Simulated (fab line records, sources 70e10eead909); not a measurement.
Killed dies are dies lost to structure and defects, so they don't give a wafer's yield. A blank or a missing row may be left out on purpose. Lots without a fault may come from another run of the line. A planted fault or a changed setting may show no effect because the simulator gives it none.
A struck lot beside a sound one | flow nand_harc | 14 steps out of a route of 1159
Sound: wafers L273.1, L273.3, L273.5. Struck: wafers L277.1, L277.3, L277.5. The cause comes at the end.
At each step with rows: each side's tool, then ch and its chambers, then its first start. Under that, the readings that differ: sound wafers | struck wafers | difference of the means | sigmas: that difference in standard deviations of wafers without a fault.
alike: readings whose means differ by less than 2 such deviations, and words and numbers that are the same on both sides. not compared: withheld readings, readings that some wafer has no value for, bounds like >300 that may hide the same value, and numbers for which the record gives no deviation and whose values overlap.
The two part at a step that has a row with sigmas, a row that says differs or no value, or rows on one side only. Numbers that don't overlap but have no deviation are shown without sigmas and don't part them. A reading that every wafer of one side lacks parts them only if that side has two wafers or more.

first, 7 steps without rows for these wafers: NHARC_P_STI_SRD_35; NHARC_P_STI_ETCH_36 (etches SiO2 in dHF, target depth 38.8 nm); NHARC_P_STI_STRIP_24 (strips Si3N4 in H3PO4); NHARC_P_STI_ETCH_37 (etches SiO2 in dHF, target depth 11 nm); NHARC_P_STI_PRECLEAN_38 (cleans in SC1); NHARC_P_STI_SRD_39; NHARC_P_STI_OXIDE_40 (material SiO2, target thk 10 nm, ox time 1362 s).
NHARC_P_STI_INSPECT_25:
  sound on defect_inspect-02, day 4 23:04; struck on defect_inspect-02, day 5 19:30
  alike: raw_defect_count
then, 3 steps without rows for these wafers: NHARC_P_GATE_ETCH_69 (etches SiO2 in dHF, target depth 14 nm); NHARC_P_GATE_PRECLEAN_70 (cleans in SC1); NHARC_P_GATE_SRD_01.
NHARC_P_GATE_OXIDE_02: material SiO2, target thk 37.5 nm, ox time 365 s.
  sound on furnace-07 ch 0, day 5 02:20; struck on furnace-06 ch 0, day 6 03:11
  reading                  | sound          | struck         | difference | sigmas
  zone_power_upper_pct (%) | 20.7 20.4 20.5 | 17.7 17.7 17.7 | -2.8       | -2
  alike: ox_temp_c, spike_tc_bottom_C, tube_center_temp_C
then, 1 step without rows for these wafers: NHARC_P_GATE_DEHYDRATE_03 (time 120 s).
-- the record jumps here: 15 days lie between the struck wafers' starts before and after (it left off in module P_GATE and takes up again in module END, whose first step shown is number 1159 of the route) --
NHARC_END_SORT_01:
  the record has rows for the struck wafers here (prober-01 ch 0, day 21 10:17) and none for the sound ones

WHERE THEY PART
First at NHARC_P_GATE_OXIDE_02; last, within this record, at NHARC_END_SORT_01.

WHY: what the simulator had put in
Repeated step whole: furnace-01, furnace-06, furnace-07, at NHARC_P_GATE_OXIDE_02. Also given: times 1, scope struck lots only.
